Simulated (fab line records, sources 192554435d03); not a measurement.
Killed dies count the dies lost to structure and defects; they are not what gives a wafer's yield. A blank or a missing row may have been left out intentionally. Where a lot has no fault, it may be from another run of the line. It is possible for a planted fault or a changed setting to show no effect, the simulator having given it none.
Shared-tool check || flow n5 finfet || Sampled: 9 lots, 27 wafers

== REASON IT WAS OPENED ==
Of 9 lots, 2 have the reading RS_PWELL flagged at N5_BEOL_M4_RC_MEAS_101. Wafers without a fault read 3007 ohm/sq, standard deviation 21.
Rule: a lot is flagged when every wafer of it that has a number lies more than 4 standard deviations from that mean, or none has a number. The other lots count as sound.

{"lot": "L375", "measured": "day 8 05:05", "on": "prober-01", "RS_PWELL (ohm/sq), wafer by wafer": "2993 3018 3008", "flag": ""}
{"lot": "L380", "measured": "day 9 15:22", "on": "prober-01", "RS_PWELL (ohm/sq), wafer by wafer": "3010 3033 3047", "flag": ""}
{"lot": "L386", "measured": "day 11 12:33", "on": "prober-01", "RS_PWELL (ohm/sq), wafer by wafer": "2539 2533 2525", "flag": "FLAGGED"}
{"lot": "L384", "measured": "day 11 12:47", "on": "prober-02", "RS_PWELL (ohm/sq), wafer by wafer": "3035 3041 3032", "flag": ""}
{"lot": "L385", "measured": "day 11 15:58", "on": "prober-02", "RS_PWELL (ohm/sq), wafer by wafer": "2554 2523 2531", "flag": "FLAGGED"}
{"lot": "L390", "measured": "day 12 08:46", "on": "prober-02", "RS_PWELL (ohm/sq), wafer by wafer": "3008 3005 3025", "flag": ""}
{"lot": "L395", "measured": "day 13 18:20", "on": "prober-02", "RS_PWELL (ohm/sq), wafer by wafer": "3012 3016 3037", "flag": ""}
{"lot": "L396", "measured": "day 14 09:39", "on": "prober-01", "RS_PWELL (ohm/sq), wafer by wafer": "3020 3003 3017", "flag": ""}
{"lot": "L397", "measured": "day 14 10:16", "on": "prober-02", "RS_PWELL (ohm/sq), wafer by wafer": "3002 2978 3016", "flag": ""}
Average over the flagged lots: 2534 ohm/sq; offset from the usual -473 ohm/sq, equal to -23 standard deviations.

== TOOL THAT RAN EACH LOT ==
The record holds 3 process steps before the reading, out of a route of 1938 steps. In each cell: the tool, then ch and the chambers that the sampled wafers went through, then the start.
{"lot": "L375", "flag": "", "N5_ZERO_LAYER_DESCUM_16": "rie diel-03 ch 1,2, day 1 18:53", "N5_WELL_APT_RTA_34": "rtp anneal-02 ch 0, day 1 22:55", "N5_PMOS_HMC_CHANNEL_EPI_HM_DEP_34": "pecvd-02 ch 0,1, day 1 23:49"}
{"lot": "L380", "flag": "", "N5_ZERO_LAYER_DESCUM_16": "rie diel-02 ch 0,1,2, day 3 00:55", "N5_WELL_APT_RTA_34": "rtp anneal-02 ch 0, day 3 04:15", "N5_PMOS_HMC_CHANNEL_EPI_HM_DEP_34": "pecvd-02 ch 1,2, day 3 05:20"}
{"lot": "L386", "flag": "FLAGGED", "N5_ZERO_LAYER_DESCUM_16": "rie diel-02 ch 2,3, day 4 12:48", "N5_WELL_APT_RTA_34": "rtp anneal-02, day 4 15:47", "N5_PMOS_HMC_CHANNEL_EPI_HM_DEP_34": "pecvd-02 ch 0,1, day 4 16:41"}
{"lot": "L384", "flag": "", "N5_ZERO_LAYER_DESCUM_16": "rie diel-02 ch 0,2,3, day 4 00:41", "N5_WELL_APT_RTA_34": "rtp anneal-02 ch 0, day 4 03:45", "N5_PMOS_HMC_CHANNEL_EPI_HM_DEP_34": "pecvd-02 ch 0,1,2, day 4 04:37"}
{"lot": "L385", "flag": "FLAGGED", "N5_ZERO_LAYER_DESCUM_16": "rie diel-03 ch 0,1,3, day 4 06:41", "N5_WELL_APT_RTA_34": "rtp anneal-01, day 4 10:15", "N5_PMOS_HMC_CHANNEL_EPI_HM_DEP_34": "pecvd-04 ch 0,2, day 4 11:08"}
{"lot": "L390", "flag": "", "N5_ZERO_LAYER_DESCUM_16": "rie diel-06 ch 1,2,3, day 5 12:48", "N5_WELL_APT_RTA_34": "rtp anneal-02 ch 0, day 5 15:50", "N5_PMOS_HMC_CHANNEL_EPI_HM_DEP_34": "pecvd-02 ch 0,1,2, day 5 16:43"}
{"lot": "L395", "flag": "", "N5_ZERO_LAYER_DESCUM_16": "rie diel-02 ch 0,2,3, day 6 18:42", "N5_WELL_APT_RTA_34": "rtp anneal-01 ch 0, day 6 22:42", "N5_PMOS_HMC_CHANNEL_EPI_HM_DEP_34": "pecvd-04 ch 0,2, day 6 23:46"}
{"lot": "L396", "flag": "", "N5_ZERO_LAYER_DESCUM_16": "rie diel-06 ch 0,3, day 7 00:41", "N5_WELL_APT_RTA_34": "rtp anneal-02 ch 0, day 7 04:04", "N5_PMOS_HMC_CHANNEL_EPI_HM_DEP_34": "pecvd-03 ch 0,1,2, day 7 04:59"}
{"lot": "L397", "flag": "", "N5_ZERO_LAYER_DESCUM_16": "rie diel-02 ch 0,2,3, day 7 06:49", "N5_WELL_APT_RTA_34": "rtp anneal-01 ch 0, day 7 09:47", "N5_PMOS_HMC_CHANNEL_EPI_HM_DEP_34": "pecvd-02 ch 0,1,2, day 7 11:01"}
What these steps do:
- N5_ZERO_LAYER_DESCUM_16: chemistry O2, time 7.9 s.
- N5_WELL_APT_RTA_34: time 10 s.
- N5_PMOS_HMC_CHANNEL_EPI_HM_DEP_34: deposits SiO2 from TEOS/O2, target thk 36 nm, time 6.9 s.
- N5_BEOL_M4_RC_MEAS_101

== FLAGGED OVER TOTAL, TOOL BY TOOL (the gauges that took the reading come last) ==
{"step": "N5_ZERO_LAYER_DESCUM_16", "tool": "rie diel-02", "lots run": 5, "flagged": 1, "share of the flagged lots": "some", "sound lots run after its first flagged lot": "2 (L395,L397)"}
{"step": "N5_ZERO_LAYER_DESCUM_16", "tool": "rie diel-03", "lots run": 2, "flagged": 1, "share of the flagged lots": "some", "sound lots run after its first flagged lot": 0}
{"step": "N5_ZERO_LAYER_DESCUM_16", "tool": "rie diel-06", "lots run": 2, "flagged": 0, "share of the flagged lots": "none", "sound lots run after its first flagged lot": "-"}
{"step": "N5_WELL_APT_RTA_34", "tool": "rtp anneal-01", "lots run": 3, "flagged": 1, "share of the flagged lots": "some", "sound lots run after its first flagged lot": "2 (L395,L397)"}
{"step": "N5_WELL_APT_RTA_34", "tool": "rtp anneal-02", "lots run": 6, "flagged": 1, "share of the flagged lots": "some", "sound lots run after its first flagged lot": "2 (L390,L396)"}
{"step": "N5_PMOS_HMC_CHANNEL_EPI_HM_DEP_34", "tool": "pecvd-02", "lots run": 6, "flagged": 1, "share of the flagged lots": "some", "sound lots run after its first flagged lot": "2 (L390,L397)"}
{"step": "N5_PMOS_HMC_CHANNEL_EPI_HM_DEP_34", "tool": "pecvd-03", "lots run": 1, "flagged": 0, "share of the flagged lots": "none", "sound lots run after its first flagged lot": "-"}
{"step": "N5_PMOS_HMC_CHANNEL_EPI_HM_DEP_34", "tool": "pecvd-04", "lots run": 2, "flagged": 1, "share of the flagged lots": "some", "sound lots run after its first flagged lot": "1 (L395)"}
{"step": "N5_BEOL_M4_RC_MEAS_101", "tool": "prober-01", "lots run": 4, "flagged": 1, "share of the flagged lots": "some", "sound lots run after its first flagged lot": "1 (L396)"}
{"step": "N5_BEOL_M4_RC_MEAS_101", "tool": "prober-02", "lots run": 5, "flagged": 1, "share of the flagged lots": "some", "sound lots run after its first flagged lot": "3 (L390,L395,L397)"}

== WHAT THE TABLE ALLOWS ==
No row of the table ran every flagged lot.

== WHAT HAD BEEN PUT IN BY THE SIMULATOR ==
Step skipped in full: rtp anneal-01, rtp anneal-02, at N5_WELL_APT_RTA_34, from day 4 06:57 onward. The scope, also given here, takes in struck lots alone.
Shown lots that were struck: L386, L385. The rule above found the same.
